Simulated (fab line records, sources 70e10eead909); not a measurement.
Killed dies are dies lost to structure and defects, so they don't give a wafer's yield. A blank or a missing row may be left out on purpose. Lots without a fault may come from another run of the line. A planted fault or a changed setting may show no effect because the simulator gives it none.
Chamber matching | flow nand_harc | NHARC_P_M0_DESCUM_14 on rie_diel-13: 4 sister chambers
The step chemistry O2, time 3 s. 36 wafers are shown with their chamber, then 12 later ones without.

WAFERS WITH THEIR CHAMBER
wafer  | chamber | showerhead_plenum_p_Torr (Torr) | drypump_motor_current_A (A) | oes_product_au (a.u.)
L074.2 | 0       | 1.94                            | 5.1                         | 1.003
L074.5 | 0       | 1.94                            | 5.2                         | 0.994
L074.6 | 3       | 1.88                            | 5.5                         | 0.990
L075.1 | 3       | 1.88                            | 5.5                         | 0.992
L075.2 | 2       | 1.81                            | 4.9                         | 1.012
L075.3 | 0       | 1.94                            | 5.2                         | 0.991
L080.1 | 3       | 1.88                            | 5.6                         | 0.989
L080.3 | 1       | 1.99                            | 5.7                         | 0.999
L080.5 | 0       | 1.94                            | 5.1                         | 0.996
L081.2 | 3       | 1.88                            | 5.6                         | 0.992
L081.3 | 2       | 1.81                            | 4.9                         | 1.009
L081.5 | 3       | 1.88                            | 5.5                         | 0.984
L083.1 | 1       | 1.99                            | 5.7                         | 1.010
L083.2 | 0       | 1.93                            | 5.2                         | 0.978
L083.6 | 2       | 1.81                            | 4.9                         | 1.013
L084.1 | 2       | 1.81                            | 4.9                         | 1.019
L084.2 | 3       | 1.88                            | 5.6                         | 0.987
L084.6 | 2       | 1.81                            | 4.9                         | 1.007
L085.1 | 1       | 1.99                            | 5.7                         | 1.012
L085.3 | 3       | 1.88                            | 5.5                         | 0.991
L085.6 | 1       | 1.99                            | 5.7                         | 1.001
L086.1 | 2       | 1.81                            | 4.9                         | 1.017
L086.3 | 1       | 1.99                            | 5.7                         | 1.015
L086.5 | 2       | 1.81                            | 4.9                         | 1.010
L087.1 | 1       | 1.99                            | 5.7                         | 1.018
L087.4 | 2       | 1.81                            | 4.9                         | 1.021
L087.6 | 2       | 1.81                            | 4.9                         | 1.010
L088.1 | 3       | 1.88                            | 5.6                         | 0.990
L088.5 | 1       | 1.99                            | 5.7                         | 1.008
L088.6 | 0       | 1.93                            | 5.2                         | 0.989
L089.1 | 2       | 1.81                            | 4.9                         | 1.007
L089.4 | 0       | 1.93                            | 5.2                         | 0.983
L089.5 | 2       | 1.81                            | 4.9                         | 1.015
L091.1 | 1       | 1.99                            | 5.7                         | 1.010
L091.2 | 0       | 1.93                            | 5.1                         | 0.996
L091.3 | 2       | 1.80                            | 4.9                         | 1.018

SIGNATURES (means of the wafers above)
reading                  | chamber 0 | chamber 1 | chamber 2 | chamber 3 | scatter within a chamber
showerhead_plenum_p_Torr | 1.9350    | 1.9900    | 1.8092    | 1.8800    | 0.00302
drypump_motor_current_A  | 5.162     | 5.700     | 4.900     | 5.550     | 0.0348
oes_product_au           | 0.99125   | 1.00913   | 1.01317   | 0.98938   | 0.00569
Rule: a wafer's distance from a chamber is the root of the sum, over the readings, of the square of ((its reading less the chamber's mean) divided by the reading's scatter). The wafer belongs to the nearest chamber; if the next one is less than 2 further off, it can't be placed. The scatter: the root of (the sum of the squares of (reading less its chamber's mean) over the shown wafers, divided by (wafers less chambers)).

WAFERS WITHOUT THEIR CHAMBER
wafer  | showerhead_plenum_p_Torr (Torr) | drypump_motor_current_A (A) | oes_product_au (a.u.)
L091.4 | 1.87                            | 5.6                         | 0.992
L091.5 | 1.87                            | 5.5                         | 0.997
L091.6 | 1.93                            | 5.2                         | 0.987
L093.3 | 1.98                            | 5.7                         | 1.019
L093.5 | 1.87                            | 5.6                         | 0.992
L093.6 | 1.80                            | 4.9                         | 1.009
L094.1 | 1.98                            | 5.7                         | 1.002
L094.4 | 1.80                            | 4.9                         | 1.002
L094.5 | 1.80                            | 4.9                         | 1.002
L095.1 | 1.80                            | 4.9                         | 1.009
L095.5 | 1.80                            | 4.9                         | 1.005
L095.6 | 1.87                            | 5.5                         | 0.983

WHICH CHAMBER EACH WENT THROUGH
wafer  | from the rows above | in truth
L091.4 | 3                   | 3
L091.5 | 3                   | 3
L091.6 | 0                   | 0
L093.3 | 1                   | 1
L093.5 | 3                   | 3
L093.6 | 2                   | 2
L094.1 | 1                   | 1
L094.4 | 2                   | 2
L094.5 | 2                   | 2
L095.1 | 2                   | 2
L095.5 | 2                   | 2
L095.6 | 3                   | 3
Placed correctly: 12 of 12. Can't be placed from these rows: 0. Placed wrongly: 0.
